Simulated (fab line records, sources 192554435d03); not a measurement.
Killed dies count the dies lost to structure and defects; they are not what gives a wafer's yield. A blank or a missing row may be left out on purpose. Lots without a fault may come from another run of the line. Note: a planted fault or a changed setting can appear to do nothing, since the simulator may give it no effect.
Chamber matching || flow n5-finfet || 4 sister chambers for N5_BEOL_M9_ETCH_66 on rie-diel-01
The step etches SOC in N2/H2, target depth 80 nm, overetch 16 nm, time 120 s. 14 wafers are shown with their chamber, then 7 later ones without.

WAFERS WITH THEIR CHAMBER
{"wafer": "L075.1", "chamber": 2, "drypump-motor-current-A (A)": 5.6, "showerhead-plenum-p-Torr (Torr)": 2.54, "throttle-valve-pct (%)": 17.83}
{"wafer": "L075.2", "chamber": 1, "drypump-motor-current-A (A)": 6.4, "showerhead-plenum-p-Torr (Torr)": 2.48, "throttle-valve-pct (%)": 17.58}
{"wafer": "L075.6", "chamber": 1, "drypump-motor-current-A (A)": 6.4, "showerhead-plenum-p-Torr (Torr)": 2.48, "throttle-valve-pct (%)": 17.59}
{"wafer": "L079.3", "chamber": 1, "drypump-motor-current-A (A)": 6.5, "showerhead-plenum-p-Torr (Torr)": 2.47, "throttle-valve-pct (%)": 17.61}
{"wafer": "L079.4", "chamber": 0, "drypump-motor-current-A (A)": 5.4, "showerhead-plenum-p-Torr (Torr)": 2.54, "throttle-valve-pct (%)": 17.90}
{"wafer": "L079.6", "chamber": 1, "drypump-motor-current-A (A)": 6.4, "showerhead-plenum-p-Torr (Torr)": 2.47, "throttle-valve-pct (%)": 17.61}
{"wafer": "L080.1", "chamber": 3, "drypump-motor-current-A (A)": 5.9, "showerhead-plenum-p-Torr (Torr)": 2.64, "throttle-valve-pct (%)": 17.61}
{"wafer": "L080.4", "chamber": 0, "drypump-motor-current-A (A)": 5.4, "showerhead-plenum-p-Torr (Torr)": 2.54, "throttle-valve-pct (%)": 17.92}
{"wafer": "L080.5", "chamber": 2, "drypump-motor-current-A (A)": 5.6, "showerhead-plenum-p-Torr (Torr)": 2.53, "throttle-valve-pct (%)": 17.82}
{"wafer": "L084.1", "chamber": 3, "drypump-motor-current-A (A)": 5.9, "showerhead-plenum-p-Torr (Torr)": 2.63, "throttle-valve-pct (%)": 17.64}
{"wafer": "L084.3", "chamber": 2, "drypump-motor-current-A (A)": 5.6, "showerhead-plenum-p-Torr (Torr)": 2.53, "throttle-valve-pct (%)": 17.83}
{"wafer": "L084.6", "chamber": 2, "drypump-motor-current-A (A)": 5.6, "showerhead-plenum-p-Torr (Torr)": 2.53, "throttle-valve-pct (%)": 17.86}
{"wafer": "L085.3", "chamber": 0, "drypump-motor-current-A (A)": 5.4, "showerhead-plenum-p-Torr (Torr)": 2.54, "throttle-valve-pct (%)": 17.92}
{"wafer": "L085.4", "chamber": 3, "drypump-motor-current-A (A)": 5.9, "showerhead-plenum-p-Torr (Torr)": 2.63, "throttle-valve-pct (%)": 17.64}

SIGNATURES (means of the wafers above)
{"reading": "drypump-motor-current-A", "chamber 0": 5.400, "chamber 1": 6.425, "chamber 2": 5.600, "chamber 3": 5.900, "scatter within a chamber": 0.0274}
{"reading": "showerhead-plenum-p-Torr", "chamber 0": 2.5400, "chamber 1": 2.4750, "chamber 2": 2.5325, "chamber 3": 2.6333, "scatter within a chamber": 0.00492}
{"reading": "throttle-valve-pct", "chamber 0": 17.9133, "chamber 1": 17.5975, "chamber 2": 17.8350, "chamber 3": 17.6300, "scatter within a chamber": 0.0156}
Rule: for each reading, subtract the chamber's mean from the wafer's reading, divide by that reading's scatter and square the result; add these up over the readings and take the root, which gives the wafer's distance from the chamber. The wafer belongs to the nearest chamber; if the next one is less than 2 further off, it can't be placed. How the scatter is found: for the shown wafers, subtract from each reading the mean of its chamber, square and add these, divide the total by (wafers less chambers), then take the root.

WAFERS WITH NO CHAMBER GIVEN
{"wafer": "L085.6", "drypump-motor-current-A (A)": 5.4, "showerhead-plenum-p-Torr (Torr)": 2.54, "throttle-valve-pct (%)": 17.93}
{"wafer": "L086.1", "drypump-motor-current-A (A)": 5.9, "showerhead-plenum-p-Torr (Torr)": 2.63, "throttle-valve-pct (%)": 17.63}
{"wafer": "L086.4", "drypump-motor-current-A (A)": 5.4, "showerhead-plenum-p-Torr (Torr)": 2.54, "throttle-valve-pct (%)": 17.93}
{"wafer": "L086.5", "drypump-motor-current-A (A)": 5.9, "showerhead-plenum-p-Torr (Torr)": 2.63, "throttle-valve-pct (%)": 17.64}
{"wafer": "L092.2", "drypump-motor-current-A (A)": 5.4, "showerhead-plenum-p-Torr (Torr)": 2.53, "throttle-valve-pct (%)": 17.96}
{"wafer": "L092.4", "drypump-motor-current-A (A)": 5.9, "showerhead-plenum-p-Torr (Torr)": 2.63, "throttle-valve-pct (%)": 17.66}
{"wafer": "L092.6", "drypump-motor-current-A (A)": 5.4, "showerhead-plenum-p-Torr (Torr)": 2.53, "throttle-valve-pct (%)": 17.96}

WHICH CHAMBER EACH WENT THROUGH
{"wafer": "L085.6", "from the rows above": 0, "in truth": 0}
{"wafer": "L086.1", "from the rows above": 3, "in truth": 3}
{"wafer": "L086.4", "from the rows above": 0, "in truth": 0}
{"wafer": "L086.5", "from the rows above": 3, "in truth": 3}
{"wafer": "L092.2", "from the rows above": 0, "in truth": 0}
{"wafer": "L092.4", "from the rows above": 3, "in truth": 3}
{"wafer": "L092.6", "from the rows above": 0, "in truth": 0}
7 of 7 placed correctly. Number that these rows cannot place: 0. Wrongly placed: 0.
